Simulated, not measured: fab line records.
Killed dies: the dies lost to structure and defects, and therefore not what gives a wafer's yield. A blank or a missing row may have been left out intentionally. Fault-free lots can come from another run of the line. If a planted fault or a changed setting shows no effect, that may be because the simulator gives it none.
What tool caused it?	flow n5 finfet	23 lots with 69 wafers sampled at 4 steps, on a route of 1938 steps

WHAT EACH GAUGE READ, for each wafer
N5_PMOS_HMC_CHANNEL_EPI_THK_MEAS_22. Usual: HMC_CMP_THK gives 54.1 nm (standard deviation 0.6).
lot	measured	on	HMC_CMP_THK (nm)	flag
L074	day 1 20:07	film metro-01	53.7 54.5 53.8	
L075	day 2 02:28	film metro-01	53.7 53.5 53.8	
L076	day 2 07:15	film metro-02	53.9 54.0 53.5	
L077	day 2 13:40	film metro-01	53.5 54.4 53.4	
L078	day 2 19:29	film metro-02	53.6 54.3 54.2	
L079	day 3 01:58	film metro-01	54.1 54.0 54.5	
L080	day 3 07:55	film metro-01	53.9 54.4 54.2	
L081	day 3 13:53	film metro-02	54.9 54.2 55.5	
L082	day 3 20:13	film metro-02	55.4 55.0 53.8	
L083	day 4 01:53	film metro-01	54.3 54.3 53.3	
L084	day 4 07:49	film metro-02	54.9 54.9 54.0	
L085	day 4 13:36	film metro-01	53.9 53.7 54.0	
L087	day 5 02:01	film metro-01	53.4 54.2 52.9	
L088	day 5 07:41	film metro-01	54.0 53.6 54.7	
L089	day 5 14:27	film metro-01	54.3 54.3 54.8	
L090	day 5 20:38	film metro-01	54.5 54.2 54.1	
L091	day 6 02:37	film metro-02	54.0 54.7 54.9	
L092	day 6 07:53	film metro-01	53.9 53.7 53.7	
L093	day 6 14:02	film metro-01	53.4 54.7 54.7	
L094	day 6 20:01	film metro-01	54.3 53.9 54.7	
L095	day 7 01:35	film metro-02	53.8 53.4 53.9	
L096	day 7 07:28	film metro-01	53.5 53.5 53.4	
L097	day 7 13:47	film metro-02	53.7 53.3 53.3	

N5_FIN_SAQP_THK_MEAS_07. Usual: thk nm 59.7 nm, standard deviation 0.77.
lot	measured	on	thk nm (nm)	flag
L074	day 1 21:29	film metro-01	59.4 59.1 59.8	
L075	day 2 03:54	film metro-01	58.4 59.6 59.8	
L076	day 2 09:02	film metro-01	59.3 59.6 60.2	
L077	day 2 14:58	film metro-01	59.2 59.9 59.4	
L078	day 2 20:49	film metro-02	58.3 58.4 59.8	
L079	day 3 03:43	film metro-02	60.0 60.3 60.1	
L080	day 3 09:20	film metro-01	60.2 59.5 60.6	
L081	day 3 15:23	film metro-02	59.1 60.8 59.6	
L082	day 3 21:46	film metro-01	58.8 60.4 60.8	
L083	day 4 03:16	film metro-01	59.1 60.3 59.9	
L084	day 4 09:18	film metro-01	59.4 60.1 60.9	
L085	day 4 15:13	film metro-02	57.7 58.5 59.4	
L087	day 5 03:41	film metro-01	60.0 61.2 60.9	
L088	day 5 09:02	film metro-02	60.4 59.8 61.4	
L089	day 5 15:55	film metro-01	58.1 58.4 59.4	
L090	day 5 22:04	film metro-02	58.9 59.6 59.8	
L091	day 6 04:03	film metro-02	58.2 59.8 59.5	
L092	day 6 10:22	film metro-01	59.4 59.9 59.6	
L093	day 6 15:26	film metro-02	59.3 59.2 59.2	
L094	day 6 21:20	film metro-02	58.9 60.1 59.6	
L095	day 7 03:17	film metro-01	59.5 60.2 61.0	
L096	day 7 09:02	film metro-01	59.6 60.7 59.7	
L097	day 7 15:06	film metro-01	58.9 60.3 59.5	

WHAT TOOL EACH LOT RAN ON (gives the tool, then ch and the chambers of the sampled wafers, and finally the start)
lot	N5_PMOS_HMC_CHANNEL_EPI_ETCH_32	N5_PMOS_HMC_CHANNEL_EPI_HM_OPEN_15
L074	rie diel-01 ch 0,2,3, day 1 17:29	rie diel-01 ch 0,2,3, day 1 17:32
L075	rie diel-04 ch 1,3, day 1 23:50	rie diel-04 ch 1,3, day 1 23:53
L076	rie diel-02 ch 0,1, day 2 05:02	rie diel-02 ch 0,1, day 2 05:05
L077	rie diel-01 ch 0,1, day 2 11:24	rie diel-01 ch 0,1, day 2 11:26
L078	rie diel-04 ch 1,2, day 2 17:16	rie diel-04 ch 1,2, day 2 17:18
L079	rie diel-02 ch 0,1,2, day 2 23:44	rie diel-02 ch 0,1,2, day 2 23:47
L080	rie diel-04 ch 0,1,2, day 3 05:17	rie diel-04 ch 0,1,2, day 3 05:20
L081	rie diel-02 ch 0,3, day 3 11:40	rie diel-02 ch 0,3, day 3 11:43
L082	rie diel-02 ch 0,2,3, day 3 17:57	rie diel-02 ch 0,2,3, day 3 17:59
L083	rie diel-02 ch 0,3, day 3 23:37	rie diel-02 ch 0,3, day 3 23:40
L084	rie diel-01 ch 0,1,3, day 4 05:35	rie diel-01 ch 0,1,3, day 4 05:37
L085	rie diel-01 ch 1,3, day 4 11:19	rie diel-01 ch 1,3, day 4 11:22
L087	rie diel-02 ch 1,2, day 4 23:22	rie diel-02 ch 1,2, day 4 23:25
L088	rie diel-04 ch 0,1,3, day 5 04:58	rie diel-04 ch 0,1,3, day 5 05:01
L089	rie diel-02 ch 0,1,2, day 5 11:49	rie diel-02 ch 0,1,2, day 5 11:52
L090	rie diel-01 ch 1,2,3, day 5 18:00	rie diel-01 ch 1,2,3, day 5 18:02
L091	rie diel-04 ch 1,3, day 6 00:00	rie diel-04 ch 1,3, day 6 00:02
L092	rie diel-01 ch 0,1, day 6 05:14	rie diel-01 ch 0,1, day 6 05:17
L093	rie diel-02 ch 0,1,2, day 6 11:49	rie diel-02 ch 0,1,2, day 6 11:51
L094	rie diel-01 ch 1,2, day 6 17:48	rie diel-01 ch 1,2, day 6 17:50
L095	rie diel-04 ch 0,1,3, day 6 23:20	rie diel-04 ch 0,1,3, day 6 23:23
L096	rie diel-01 ch 1,2, day 7 05:14	rie diel-01 ch 1,2, day 7 05:16
L097	rie diel-02 ch 1,2,3, day 7 11:34	rie diel-02 ch 1,2,3, day 7 11:37
- N5_PMOS_HMC_CHANNEL_EPI_ETCH_32: etches BARC in N2/H2, stops on SiO2, target depth 85.8 nm, time 50.3 s.
- N5_PMOS_HMC_CHANNEL_EPI_HM_OPEN_15: chemistry CHF3/O2, target SiO2, target depth 40.6 nm, time 20.3 s.

AS READ BY THE TOOLS THEMSELVES (means over the sampled wafers that have a number; for cases with no such wafer, the mark the record gives instead)
N5_PMOS_HMC_CHANNEL_EPI_ETCH_32. Usual: drypump motor current A 5.3 A, standard deviation 0.45; oes product au 0.66 a.u., standard deviation 0.043; rf vpp V 525.9 V, standard deviation 2.2; showerhead plenum p Torr 2.62 Torr, standard deviation 0.074; throttle valve pct 17.89 %, standard deviation 0.26.
lot	tool	drypump motor current A (A)	oes product au (a.u.)	rf vpp V (V)	showerhead plenum p Torr (Torr)	throttle valve pct (%)	flag
L074	rie diel-01	5.1	0.68	526.7	2.63	17.71	
L075	rie diel-04	6.0	0.64	522.2	2.47	17.77	
L076	rie diel-02	5.0	0.65	526.7	2.66	17.84	
L077	rie diel-01	5.6	0.66	526.0	2.66	17.81	
L078	rie diel-04	5.7	0.63	522.3	2.50	17.89	
L079	rie diel-02	5.0	0.69	527.0	2.67	17.97	
L080	rie diel-04	5.9	0.62	523.0	2.53	17.98	
L081	rie diel-02	5.2	0.66	526.7	2.67	17.84	
L082	rie diel-02	5.1	0.70	527.6	2.68	17.95	
L083	rie diel-02	5.3	0.69	527.5	2.68	17.68	
L084	rie diel-01	5.3	0.65	527.0	2.65	17.84	
L085	rie diel-01	5.4	0.63	525.9	2.64	18.03	
L087	rie diel-02	4.9	0.72	527.7	2.69	18.10	
L088	rie diel-04	6.0	0.62	524.2	2.53	17.91	
L089	rie diel-02	5.0	0.67	528.3	2.67	18.00	
L090	rie diel-01	5.2	0.65	525.3	2.61	17.95	
L091	rie diel-04	5.9	0.62	521.6	2.46	17.82	
L092	rie diel-01	5.7	0.63	527.6	2.63	18.06	
L093	rie diel-02	5.0	0.67	526.4	2.66	18.01	
L094	rie diel-01	5.5	0.63	526.1	2.60	18.16	
L095	rie diel-04	6.0	0.62	523.9	2.53	17.95	
L096	rie diel-01	5.5	0.62	524.8	2.59	18.15	
L097	rie diel-02	5.1	0.69	527.3	2.68	17.87	

N5_PMOS_HMC_CHANNEL_EPI_HM_OPEN_15. Usual: O2_flow_sccm 4.999 sccm, standard deviation 0.015; drypump motor current A 5.3 A, standard deviation 0.45; oes product au 0.77 a.u., standard deviation 0.055; rf vpp V 526 V, standard deviation 4.9; showerhead plenum p Torr 2.48 Torr, standard deviation 0.066; throttle valve pct 18.89 %, standard deviation 0.23.
lot	tool	O2_flow_sccm (sccm)	drypump motor current A (A)	oes product au (a.u.)	rf vpp V (V)	showerhead plenum p Torr (Torr)	throttle valve pct (%)	flag
L074	rie diel-01	4.983	5.0	0.80	523	2.49	18.74	
L075	rie diel-04	5.001	5.9	0.74	522	2.35	18.82	
L076	rie diel-02	4.995	5.0	0.74	527	2.51	18.83	
L077	rie diel-01	4.989	5.6	0.77	529	2.51	18.77	
L078	rie diel-04	4.995	5.7	0.74	526	2.37	18.93	
L079	rie diel-02	4.992	5.0	0.80	526	2.53	18.95	
L080	rie diel-04	5.010	5.9	0.72	527	2.40	19.00	
L081	rie diel-02	5.002	5.2	0.77	530	2.52	18.84	
L082	rie diel-02	4.986	5.1	0.82	528	2.53	18.94	
L083	rie diel-02	5.007	5.3	0.80	528	2.53	18.72	
L084	rie diel-01	4.997	5.3	0.76	528	2.50	18.82	
L085	rie diel-01	4.992	5.3	0.74	528	2.50	19.00	
L087	rie diel-02	4.997	4.9	0.85	524	2.54	19.05	
L088	rie diel-04	5.006	5.9	0.73	524	2.40	18.95	
L089	rie diel-02	4.989	5.0	0.78	526	2.52	18.98	
L090	rie diel-01	5.005	5.1	0.75	525	2.47	18.96	
L091	rie diel-04	5.006	5.9	0.72	519	2.33	18.88	
L092	rie diel-01	5.004	5.7	0.73	530	2.49	18.98	
L093	rie diel-02	4.998	5.0	0.77	525	2.52	18.98	
L094	rie diel-01	5.003	5.5	0.73	525	2.46	19.11	
L095	rie diel-04	4.990	5.9	0.72	525	2.39	18.96	
L096	rie diel-01	5.000	5.5	0.72	526	2.46	19.12	
L097	rie diel-02	5.004	5.1	0.81	524	2.53	18.86	

THE ANSWER, worked out from the rows above alone
Rule: a lot counts as off when the mean over its wafers that have a number is more than 3 standard deviations away from the usual mean. A lot without any number at a reading at which 4 lots or more have one is off too. The other lots that the step has rows for count as sound. First the gauges in route order, then the tools' own readings, where a lot's mean is used as printed above. The first step at which some lot is off is used, and at that step the reading that is off furthest; a lot without a number counts as furthest.
No lot is off on any of the readings shown, so nothing can be concluded from this.

WHAT THE SIMULATOR HAD PUT IN
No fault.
